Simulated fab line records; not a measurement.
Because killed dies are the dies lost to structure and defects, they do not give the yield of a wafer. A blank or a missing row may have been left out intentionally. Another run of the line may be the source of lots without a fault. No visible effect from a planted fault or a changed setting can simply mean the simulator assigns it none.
The tool behind it: which one? :: flow nandHarc :: 36 wafers from 12 lots sampled at 6 of the route's 1302 steps

== WHAT THE GAUGES READ, wafer by wafer ==
NHARC_P_BONDPAD_THK_MEAS_20: measures by xrf. Usual: thkNm at 160.7 nm, with a standard deviation of 1.4.
lot: L831
measured: day 6 14:58
on: filmMetro-02
thkNm (nm): 159.3 160.8 161.4
flag: 

lot: L832
measured: day 7 02:35
on: filmMetro-02
thkNm (nm): 161.6 162.0 161.2
flag: 

lot: L834
measured: day 8 06:09
on: filmMetro-02
thkNm (nm): 160.2 162.2 162.0
flag: 

lot: L839
measured: day 10 04:38
on: filmMetro-02
thkNm (nm): 157.8 161.2 161.2
flag: 

lot: L841
measured: day 10 15:20
on: filmMetro-01
thkNm (nm): 159.4 158.3 158.1
flag: 

lot: L842
measured: day 11 03:50
on: filmMetro-01
thkNm (nm): 162.0 159.0 158.9
flag: 

lot: L844
measured: day 12 20:06
on: filmMetro-01
thkNm (nm): 160.7 159.8 159.0
flag: 

lot: L846
measured: day 12 20:46
on: filmMetro-01
thkNm (nm): 162.9 162.3 163.8
flag: 

lot: L847
measured: day 13 11:38
on: filmMetro-02
thkNm (nm): 161.2 161.7 162.3
flag: 

lot: L851
measured: day 14 22:16
on: filmMetro-01
thkNm (nm): 160.7 161.0 163.2
flag: 

lot: L853
measured: day 15 16:59
on: filmMetro-02
thkNm (nm): 161.7 161.9 161.9
flag: 

lot: L854
measured: day 16 06:56
on: filmMetro-01
thkNm (nm): 159.3 158.8 159.5
flag: 

NHARC_A_SOURCE_PLATE_THK_MEAS_06: measures by ellipsometry. Usual: thkNm at 198.8 nm, with a standard deviation of 2.3.
lot: L831
measured: day 7 14:32
on: filmMetro-01
thkNm (nm): 198.2 198.3 199.1
flag: 

lot: L832
measured: day 8 02:51
on: filmMetro-02
thkNm (nm): 198.3 196.6 199.8
flag: 

lot: L834
measured: day 9 06:27
on: filmMetro-01
thkNm (nm): 201.1 199.5 201.1
flag: 

lot: L839
measured: day 11 02:20
on: filmMetro-02
thkNm (nm): 201.9 200.5 201.0
flag: 

lot: L841
measured: day 11 14:48
on: filmMetro-01
thkNm (nm): 146.1 146.8 147.4 147.5 145.2 149.5
flag: OFF

lot: L842
measured: day 12 02:43
on: filmMetro-02
thkNm (nm): 144.9 147.5 144.3 145.2 146.6 145.0
flag: OFF

lot: L844
measured: day 13 17:55
on: filmMetro-02
thkNm (nm): 199.5 197.8 198.3
flag: 

lot: L846
measured: day 13 17:55
on: filmMetro-02
thkNm (nm): 201.0 200.5 200.9
flag: 

lot: L847
measured: day 14 10:26
on: filmMetro-02
thkNm (nm): 199.4 197.1 200.3
flag: 

lot: L851
measured: day 15 21:28
on: filmMetro-02
thkNm (nm): 198.2 198.8 198.3
flag: 

lot: L853
measured: day 16 15:47
on: filmMetro-01
thkNm (nm): 192.8 193.6 192.3
flag: 

lot: L854
measured: day 17 10:55
on: filmMetro-01
thkNm (nm): 198.0 198.1 197.3
flag: 

NHARC_END_SORT_01. Usual: killedAtArray 54, standard deviation 20; killedAtOther 0.9, standard deviation 1.1; killedAtPeriphery 3.8, standard deviation 2.4; killedDies 58, standard deviation 20; killedOpen 3.5, standard deviation 1.9; killedShort 2.5, standard deviation 1.6.
lot: L842
measured: day 28 17:34
on: prober-02
killedAtArray: 69
killedAtOther: 0
killedAtPeriphery: 4
killedDies: 73
killedOpen: 3
killedShort: 1
flag: 

== WHAT TOOL EACH LOT RAN ON (gives the tool, then ch and the chambers of the sampled wafers, and finally the start) ==
lot: L831
NHARC_P_BONDPAD_PRE_CLEAN_26: pvdSputter-03, day 6 14:58 or earlier
NHARC_A_ZERO_WELL_RTA_16: rtpAnneal-01 ch 0, day 6 17:46
NHARC_A_SOURCE_PLATE_CVD_03: lpcvdPoly-02 ch 0, day 7 04:34

lot: L832
NHARC_P_BONDPAD_PRE_CLEAN_26: pvdSputter-01, day 7 02:35 or earlier
NHARC_A_ZERO_WELL_RTA_16: rtpAnneal-01 ch 0, day 7 05:28
NHARC_A_SOURCE_PLATE_CVD_03: lpcvdPoly-02 ch 0, day 7 15:43

lot: L834
NHARC_P_BONDPAD_PRE_CLEAN_26: pvdSputter-01, day 8 06:09 or earlier
NHARC_A_ZERO_WELL_RTA_16: rtpAnneal-02 ch 0, day 8 08:58
NHARC_A_SOURCE_PLATE_CVD_03: lpcvdPoly-02 ch 0, day 8 19:53

lot: L839
NHARC_P_BONDPAD_PRE_CLEAN_26: pvdSputter-03, day 10 04:38 or earlier
NHARC_A_ZERO_WELL_RTA_16: rtpAnneal-01 ch 0, day 10 07:27
NHARC_A_SOURCE_PLATE_CVD_03: lpcvdPoly-04 ch 0, day 10 15:54

lot: L841
NHARC_P_BONDPAD_PRE_CLEAN_26: pvdSputter-02, day 10 15:20 or earlier
NHARC_A_ZERO_WELL_RTA_16: rtpAnneal-02 ch 0, day 10 18:10
NHARC_A_SOURCE_PLATE_CVD_03: lpcvdPoly-02 ch 0, day 11 04:02

lot: L842
NHARC_P_BONDPAD_PRE_CLEAN_26: pvdSputter-01, day 11 03:50 or earlier
NHARC_A_ZERO_WELL_RTA_16: rtpAnneal-02 ch 0, day 11 06:42
NHARC_A_SOURCE_PLATE_CVD_03: lpcvdPoly-02 ch 0, day 11 16:42

lot: L844
NHARC_P_BONDPAD_PRE_CLEAN_26: pvdSputter-03, day 12 20:06 or earlier
NHARC_A_ZERO_WELL_RTA_16: rtpAnneal-02 ch 0, day 12 22:53
NHARC_A_SOURCE_PLATE_CVD_03: lpcvdPoly-01 ch 0, day 13 07:54

lot: L846
NHARC_P_BONDPAD_PRE_CLEAN_26: pvdSputter-01, day 12 20:46 or earlier
NHARC_A_ZERO_WELL_RTA_16: rtpAnneal-02 ch 0, day 12 23:36
NHARC_A_SOURCE_PLATE_CVD_03: lpcvdPoly-01 ch 0, day 13 07:54

lot: L847
NHARC_P_BONDPAD_PRE_CLEAN_26: pvdSputter-03, day 13 11:38 or earlier
NHARC_A_ZERO_WELL_RTA_16: rtpAnneal-01 ch 0, day 13 14:26
NHARC_A_SOURCE_PLATE_CVD_03: lpcvdPoly-04 ch 0, day 14 00:31

lot: L851
NHARC_P_BONDPAD_PRE_CLEAN_26: pvdSputter-02, day 14 22:16 or earlier
NHARC_A_ZERO_WELL_RTA_16: rtpAnneal-02 ch 0, day 15 01:04
NHARC_A_SOURCE_PLATE_CVD_03: lpcvdPoly-01 ch 0, day 15 11:04

lot: L853
NHARC_P_BONDPAD_PRE_CLEAN_26: pvdSputter-02, day 15 16:59 or earlier
NHARC_A_ZERO_WELL_RTA_16: rtpAnneal-01 ch 0, day 15 19:40
NHARC_A_SOURCE_PLATE_CVD_03: lpcvdPoly-04 ch 0, day 16 05:14

lot: L854
NHARC_P_BONDPAD_PRE_CLEAN_26: pvdSputter-02, day 16 06:56 or earlier
NHARC_A_ZERO_WELL_RTA_16: rtpAnneal-02 ch 0, day 16 09:48
NHARC_A_SOURCE_PLATE_CVD_03: lpcvdPoly-01 ch 0, day 16 21:25
- NHARC_P_BONDPAD_PRE_CLEAN_26: time 30 s.
- NHARC_A_ZERO_WELL_RTA_16: time 10 s.
- NHARC_A_SOURCE_PLATE_CVD_03: deposits poly-Si, target thk 200 nm, time 4000 s.

== AS READ BY THE TOOLS THEMSELVES (means over the sampled wafers that have a number; for cases with no such wafer, the mark the record gives instead) ==
NHARC_P_BONDPAD_PRE_CLEAN_26. Usual: heaterPowerW at 388 W, with a standard deviation of 43.
lot: L831
tool: pvdSputter-03
heaterPowerW (W): 409
flag: 

lot: L832
tool: pvdSputter-01
heaterPowerW (W): 404
flag: 

lot: L834
tool: pvdSputter-01
heaterPowerW (W): 406
flag: 

lot: L839
tool: pvdSputter-03
heaterPowerW (W): 380
flag: 

lot: L841
tool: pvdSputter-02
heaterPowerW (W): 341
flag: 

lot: L842
tool: pvdSputter-01
heaterPowerW (W): 418
flag: 

lot: L844
tool: pvdSputter-03
heaterPowerW (W): 394
flag: 

lot: L846
tool: pvdSputter-01
heaterPowerW (W): 383
flag: 

lot: L847
tool: pvdSputter-03
heaterPowerW (W): 365
flag: 

lot: L851
tool: pvdSputter-02
heaterPowerW (W): 408
flag: 

lot: L853
tool: pvdSputter-02
heaterPowerW (W): 381
flag: 

lot: L854
tool: pvdSputter-02
heaterPowerW (W): 377
flag: 

NHARC_A_ZERO_WELL_RTA_16. Usual: lampPowerPct 31.9 %, standard deviation 2.4; lamp_zone_3_pct 31.9 %, standard deviation 2.4; lamp_zone_6_pct 31.8 %, standard deviation 2.4; wafer_temp_C_max 1006.2, standard deviation 1.5.
lot: L831
tool: rtpAnneal-01
lampPowerPct (%): 34.7
lamp_zone_3_pct (%): 34.6
lamp_zone_6_pct (%): 34.6
wafer_temp_C_max: 1007.0
flag: 

lot: L832
tool: rtpAnneal-01
lampPowerPct (%): 34.7
lamp_zone_3_pct (%): 34.7
lamp_zone_6_pct (%): 34.6
wafer_temp_C_max: 1008.0
flag: 

lot: L834
tool: rtpAnneal-02
lampPowerPct (%): 29.9
lamp_zone_3_pct (%): 29.9
lamp_zone_6_pct (%): 29.8
wafer_temp_C_max: 1005.3
flag: 

lot: L839
tool: rtpAnneal-01
lampPowerPct (%): 34.8
lamp_zone_3_pct (%): 34.7
lamp_zone_6_pct (%): 34.6
wafer_temp_C_max: 1007.4
flag: 

lot: L841
tool: rtpAnneal-02
lampPowerPct (%): 29.9
lamp_zone_3_pct (%): 29.9
lamp_zone_6_pct (%): 29.8
wafer_temp_C_max: 1005.0
flag: 

lot: L842
tool: rtpAnneal-02
lampPowerPct (%): 29.8
lamp_zone_3_pct (%): 29.8
lamp_zone_6_pct (%): 29.8
wafer_temp_C_max: 1006.3
flag: 

lot: L844
tool: rtpAnneal-02
lampPowerPct (%): 29.8
lamp_zone_3_pct (%): 29.8
lamp_zone_6_pct (%): 29.8
wafer_temp_C_max: 1005.7
flag: 

lot: L846
tool: rtpAnneal-02
lampPowerPct (%): 29.9
lamp_zone_3_pct (%): 29.9
lamp_zone_6_pct (%): 29.8
wafer_temp_C_max: 1004.9
flag: 

lot: L847
tool: rtpAnneal-01
lampPowerPct (%): 34.7
lamp_zone_3_pct (%): 34.7
lamp_zone_6_pct (%): 34.6
wafer_temp_C_max: 1007.0
flag: 

lot: L851
tool: rtpAnneal-02
lampPowerPct (%): 29.9
lamp_zone_3_pct (%): 29.8
lamp_zone_6_pct (%): 29.8
wafer_temp_C_max: 1004.7
flag: 

lot: L853
tool: rtpAnneal-01
lampPowerPct (%): 34.7
lamp_zone_3_pct (%): 34.7
lamp_zone_6_pct (%): 34.6
wafer_temp_C_max: 1007.6
flag: 

lot: L854
tool: rtpAnneal-02
lampPowerPct (%): 29.9
lamp_zone_3_pct (%): 29.9
lamp_zone_6_pct (%): 29.8
wafer_temp_C_max: 1005.9
flag: 

NHARC_A_SOURCE_PLATE_CVD_03. Usual: spikeTcBottomC 639.2 C, standard deviation 0.98; spikeTcCentreC 620.2 C, standard deviation 1.4; spikeTcLowerC 619.5 C, standard deviation 0.96; spikeTcTopC 636.8 C, standard deviation 2.5; spikeTcUpperC 618.6 C, standard deviation 1.2; tubeCenterTempC 620 C, standard deviation 0.061; zonePowerBottomPct 13.0 %, standard deviation 1.8.
lot: L831
tool: lpcvdPoly-02
spikeTcBottomC (C): 640.1
spikeTcCentreC (C): 621.8
spikeTcLowerC (C): 619.8
spikeTcTopC (C): 635.9
spikeTcUpperC (C): 617.5
tubeCenterTempC (C): 620
zonePowerBottomPct (%): 13.8
flag: 

lot: L832
tool: lpcvdPoly-02
spikeTcBottomC (C): 639.5
spikeTcCentreC (C): 620.9
spikeTcLowerC (C): 619.5
spikeTcTopC (C): 636.4
spikeTcUpperC (C): 617.8
tubeCenterTempC (C): 620
zonePowerBottomPct (%): 13.8
flag: 

lot: L834
tool: lpcvdPoly-02
spikeTcBottomC (C): 639.5
spikeTcCentreC (C): 620.9
spikeTcLowerC (C): 619.4
spikeTcTopC (C): 636.0
spikeTcUpperC (C): 617.9
tubeCenterTempC (C): 620
zonePowerBottomPct (%): 13.9
flag: 

lot: L839
tool: lpcvdPoly-04
spikeTcBottomC (C): 639.4
spikeTcCentreC (C): 619.1
spikeTcLowerC (C): 618.8
spikeTcTopC (C): 634.1
spikeTcUpperC (C): 617.9
tubeCenterTempC (C): 620
zonePowerBottomPct (%): 10.4
flag: 

lot: L841
tool: lpcvdPoly-02
spikeTcBottomC (C): 625.6
spikeTcCentreC (C): 606.9
spikeTcLowerC (C): 606.2
spikeTcTopC (C): 624.2
spikeTcUpperC (C): 605.2
tubeCenterTempC (C): 607
zonePowerBottomPct (%): 13.2
flag: OFF

lot: L842
tool: lpcvdPoly-02
spikeTcBottomC (C): 626.3
spikeTcCentreC (C): 607.4
spikeTcLowerC (C): 606.4
spikeTcTopC (C): 623.5
spikeTcUpperC (C): 604.9
tubeCenterTempC (C): 607
zonePowerBottomPct (%): 13.2
flag: OFF

lot: L844
tool: lpcvdPoly-01
spikeTcBottomC (C): 639.6
spikeTcCentreC (C): 619.2
spikeTcLowerC (C): 619.3
spikeTcTopC (C): 640.1
spikeTcUpperC (C): 619.6
tubeCenterTempC (C): 620
zonePowerBottomPct (%): 14.7
flag: 

lot: L846
tool: lpcvdPoly-01
spikeTcBottomC (C): 639.9
spikeTcCentreC (C): 620.2
spikeTcLowerC (C): 620.1
spikeTcTopC (C): 640.1
spikeTcUpperC (C): 619.9
tubeCenterTempC (C): 620
zonePowerBottomPct (%): 14.8
flag: 

lot: L847
tool: lpcvdPoly-04
spikeTcBottomC (C): 639.8
spikeTcCentreC (C): 618.3
spikeTcLowerC (C): 618.6
spikeTcTopC (C): 633.7
spikeTcUpperC (C): 619.1
tubeCenterTempC (C): 620
zonePowerBottomPct (%): 10.4
flag: 

lot: L851
tool: lpcvdPoly-01
spikeTcBottomC (C): 638.0
spikeTcCentreC (C): 621.3
spikeTcLowerC (C): 620.2
spikeTcTopC (C): 639.9
spikeTcUpperC (C): 618.5
tubeCenterTempC (C): 620
zonePowerBottomPct (%): 14.7
flag: 

lot: L853
tool: lpcvdPoly-04
spikeTcBottomC (C): 638.5
spikeTcCentreC (C): 619.6
spikeTcLowerC (C): 619.4
spikeTcTopC (C): 634.1
spikeTcUpperC (C): 618.5
tubeCenterTempC (C): 620
zonePowerBottomPct (%): 10.5
flag: 

lot: L854
tool: lpcvdPoly-01
spikeTcBottomC (C): 639.7
spikeTcCentreC (C): 621.2
spikeTcLowerC (C): 620.1
spikeTcTopC (C): 639.7
spikeTcUpperC (C): 618.5
tubeCenterTempC (C): 620
zonePowerBottomPct (%): 14.9
flag: 

== THE ANSWER, worked out from the rows above alone ==
Rule: a lot counts as off when the mean over its wafers that have a number is more than 3 standard deviations away from the usual mean. Also off: a lot with no number at a reading for which 4 or more lots have one. All remaining lots with rows at the step are treated as sound. Order of review: gauges by route order, followed by the tools' own readings, for which a lot's mean as printed above is used. At the first step where some lot is off, the reading lying furthest off is the one used; lots without a number count as furthest.
Off at NHARC_A_SOURCE_PLATE_THK_MEAS_06 (thkNm): L841, L842.
If a tool, at a process step before that reading, ran all the lots that are off and no sound lot after the first of them, it fits. The gauges at NHARC_A_SOURCE_PLATE_THK_MEAS_06 aren't tried: what is off there is off at NHARC_A_SOURCE_PLATE_CVD_03 too, on other tools, and a gauge's error can't cause that. NHARC_P_BONDPAD_PRE_CLEAN_26 gives no start for some lots, so the hours and the order of its lots are those of NHARC_P_BONDPAD_THK_MEAS_20. One candidate fits, namely lpcvdPoly-02 at NHARC_A_SOURCE_PLATE_CVD_03. Its last sound lot is L834 (day 8 19:53), its first lot that is off L841 (day 11 04:02): a fault that began between those two fits.
The tool's own readings at NHARC_A_SOURCE_PLATE_CVD_03 bear it out: on the lots that are off they differ by more than 5 times the standard deviation of the sound lots' means. spikeTcBottomC reads 626.0 C there against 639.4 C on the sound lots; spikeTcCentreC reads 607.1 C there against 620.2 C on the sound lots; spikeTcLowerC reads 606.3 C there against 619.5 C on the sound lots; spikeTcTopC reads 623.9 C there against 637.0 C on the sound lots; spikeTcUpperC reads 605.0 C there against 618.5 C on the sound lots; tubeCenterTempC reads 607 C there against 620 C on the sound lots.

== WHAT HAD BEEN PUT IN BY THE SIMULATOR ==
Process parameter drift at NHARC_A_SOURCE_PLATE_CVD_03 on lpcvdPoly-02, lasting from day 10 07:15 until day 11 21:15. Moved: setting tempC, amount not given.
Lots struck among those shown: L841, L842. Same finding as the rule above.
